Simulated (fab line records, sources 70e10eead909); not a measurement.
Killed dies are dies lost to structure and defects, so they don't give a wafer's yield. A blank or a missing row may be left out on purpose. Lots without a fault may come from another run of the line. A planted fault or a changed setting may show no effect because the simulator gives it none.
Chamber matching | flow nand_harc | NHARC_P_CONTACT_ALD_22 on ald_metal-02: 4 sister chambers
The step deposits TiN, target thk 3 nm, pulse time 1 s, ald cycles 150. 4 wafers are shown with their chamber, then 7 later ones without.

WAFERS WITH THEIR CHAMBER
wafer  | chamber | heater_power_w (W)
L081.3 | 0       | 924
L083.3 | 3       | 1063
L084.2 | 1       | 1123
L084.3 | 2       | 1050

WAFERS WITHOUT THEIR CHAMBER
wafer  | heater_power_w (W)
L084.6 | 1059
L091.1 | 945
L091.3 | 1074
L091.4 | 1109
L094.3 | 1013
L094.5 | 1106
L094.6 | 1050

WHICH CHAMBER EACH WENT THROUGH
wafer  | from the rows above     | in truth
L084.6 | can't be placed: 3 or 2 | 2
L091.1 | 0                       | 0
L091.3 | can't be placed: 3 or 2 | 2
L091.4 | can't be placed: 1 or 3 | 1
L094.3 | can't be placed: 2 or 3 | 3
L094.5 | can't be placed: 1 or 3 | 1
L094.6 | can't be placed: 2 or 3 | 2
Placed correctly: 1 of 7. Can't be placed from these rows: 6 (the true chamber is among the candidates in 6). Placed wrongly: 0.
How it was worked out, from the rows above alone: a wafer's distance from a chamber is the root of the sum, over the readings, of the square of ((its reading less the chamber's mean) divided by the reading's scatter). The wafer belongs to the nearest chamber; if the next one is less than 2 further off, it can't be placed. A chamber's mean is the mean of its shown wafers. The scatter: with one shown wafer a chamber, the root of the mean of the squares of how far each hidden wafer lies from its nearest shown one.
